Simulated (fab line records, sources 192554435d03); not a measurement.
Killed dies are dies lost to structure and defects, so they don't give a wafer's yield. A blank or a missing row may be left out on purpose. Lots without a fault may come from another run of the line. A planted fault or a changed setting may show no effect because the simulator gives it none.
A struck lot beside a sound one | flow n5_finfet | 37 steps out of a route of 1938
Sound: wafers L677.1, L677.2, L677.4. Struck: wafers L668.1, L668.4, L668.6. The cause comes at the end.
At each step with rows: each side's tool, then ch and its chambers, then its first start. Under that, the readings that differ: sound wafers | struck wafers | difference of the means | sigmas: that difference in standard deviations of wafers without a fault.
alike: readings whose means differ by less than 2 such deviations, and words and numbers that are the same on both sides. not compared: withheld readings, readings that some wafer has no value for, bounds like >300 that may hide the same value, and numbers for which the record gives no deviation and whose values overlap.
The two part at a step that has a row with sigmas, a row that says differs or no value, or rows on one side only. Numbers that don't overlap but have no deviation are shown without sigmas and don't part them. A reading that every wafer of one side lacks parts them only if that side has two wafers or more.

first, 9 steps without rows for these wafers: N5_BEOL_M4_ANNEAL_95 (time 240 s); N5_BEOL_M4_SPUTTER_96 (material Cu, target thk 4.5 nm, time 8.29 s); N5_BEOL_M4_ECD_50 (material Cu, target thk 300 nm); N5_BEOL_M4_ANNEAL_51 (time 90 s); N5_BEOL_M4_CMP_52 (polishes, stops on SiOC, t overpolish 6.8 s, target thk 40 nm); N5_BEOL_M4_PRE_CLEAN_60 (time 15 s); N5_BEOL_M4_CO_CAP_55 (material Co, precursor CCTBA/H2, target thk 2 nm, time 102.1 s); N5_BEOL_M4_PRE_CLEAN_56 (time 15 s); N5_BEOL_M4_DEP_57 (deposits SiCN from 3MS/NH3, target thk 8 nm, time 14 s).
N5_BEOL_M4_RC_MEAS_101:
  sound on prober-01 ch 0, day 13 17:08; struck on prober-02 ch 0, day 10 21:06
  alike: DIBL_N, DIBL_P, IOFF_N, IOFF_P, ION_N, ION_P, SS_N, SS_P, VT_N, VT_P
then, 24 steps without rows for these wafers: N5_BEOL_M5_ILD_DEP_00 (deposits SiCOH lowk from DEMS/porogen, target thk 140.64 nm, time 25.9 s); N5_BEOL_M5_CURE_79 (cures SiCOH lowk, time 240 s); N5_BEOL_M5_PECVD_70 (deposits SiO2 from TEOS/O2, target thk 16 nm, time 18 s); N5_BEOL_M5_HM_DEP_02 (deposits TiN, target thk 20 nm); N5_BEOL_M5_COAT_59 (time 60 s, resist thk 60 nm); N5_BEOL_M5_COAT_60 (time 60 s, resist thk 12 nm); N5_BEOL_M5_COAT_71 (time 60 s, resist thk 5 nm); N5_BEOL_M5_COAT_05 (resist thk 30 nm); N5_BEOL_M5_EBR_07; N5_BEOL_M5_SOFTBAKE_06 (time 60 s); N5_BEOL_M5_EXPOSE_08 (exposes mask M5, target cd 28 nm); N5_BEOL_M5_PEB_09 (peb time 60 s); N5_BEOL_M5_DEVELOP_10 (develop time 30 s); N5_BEOL_M5_DESCUM_16 (chemistry O2, time 7 s); N5_BEOL_M5_ETCH_72 (etches underlayer in N2/H2, target depth 6.5 nm, time 5.2 s); N5_BEOL_M5_ETCH_61 (etches SiARC in CF4, target depth 15.6 nm, time 26 s); N5_BEOL_M5_ETCH_62 (etches SOC in N2/H2, target depth 75 nm, overetch 15 nm, time 112.5 s); N5_BEOL_M5_STRIP_63 (strips in N2/H2); N5_BEOL_M5_STRIP_73 (strips in N2/H2); N5_BEOL_M5_STRIP_64 (strips in CF4); N5_BEOL_M5_HM_OPEN_17 (chemistry Cl2/BCl3, target TiN, target depth 20 nm, overetch 6 nm); N5_BEOL_M5_STRIP_19 (strips in O2); N5_BEOL_M5_COAT_65 (time 60 s, resist thk 60 nm); N5_BEOL_M5_COAT_66 (time 60 s, resist thk 12 nm).
N5_BEOL_M6_ETCH_66: etches SOC in N2/H2, target depth 80 nm, overetch 16 nm, time 120 s.
  sound on rie_diel-05 ch 0,1,3, day 14 16:32; struck on rie_diel-04 ch 1,2,3, day 11 12:47
  no value came back on the struck wafers for any of 8 readings (bias_w (W), chamber_pressure_mTorr (mTorr) and others); on the sound wafers bias_w (W) reads 150.0 149.8 150.4
  reading                                         | sound       | struck   | difference | sigmas
  model.SiARC_of_BEOL_M6_COAT_64.thk_nm (nm)      | 6.4 6.6 6.2 | 12 12 12 | +6         |
  model.underlayer_of_BEOL_M6_COAT_71.thk_nm (nm) | 0 0 0       | 5 5 5    | +5         |
N5_BEOL_M6_VIA_ETCH_34: etches SiCOH lowk in C4F6/O2, target depth 126.3 nm, time 50.9 s.
  sound on rie_diel-05 ch 0,1,3, day 14 16:38; struck on rie_diel-04 ch 1,2,3, day 11 12:53
  reading               | sound          | struck         | difference | sigmas
  oes_product_au (a.u.) | 0.80 0.88 0.87 | 0.26 0.27 0.32 | -0.57      | -6
  alike: C4F6_flow_sccm, O2_flow_sccm, chamber_pressure_mTorr, drypump_motor_current_A, rf_vpp_V, showerhead_plenum_p_Torr, throttle_valve_pct
  not compared: rf_hours_counter_h
-- the record jumps here: 4 days lie between the struck wafers' starts before and after (it left off in module BEOL_M6 and takes up again in module PASSIVATION, whose first step shown is number 1936 of the route) --
N5_PASSIVATION_PROBE_49:
  the record has rows for the struck wafers here (prober-01, day 15 08:11) and none for the sound ones

WHERE THEY PART
First at N5_BEOL_M6_ETCH_66; last, within this record, at N5_PASSIVATION_PROBE_49.

WHY: what the simulator had put in
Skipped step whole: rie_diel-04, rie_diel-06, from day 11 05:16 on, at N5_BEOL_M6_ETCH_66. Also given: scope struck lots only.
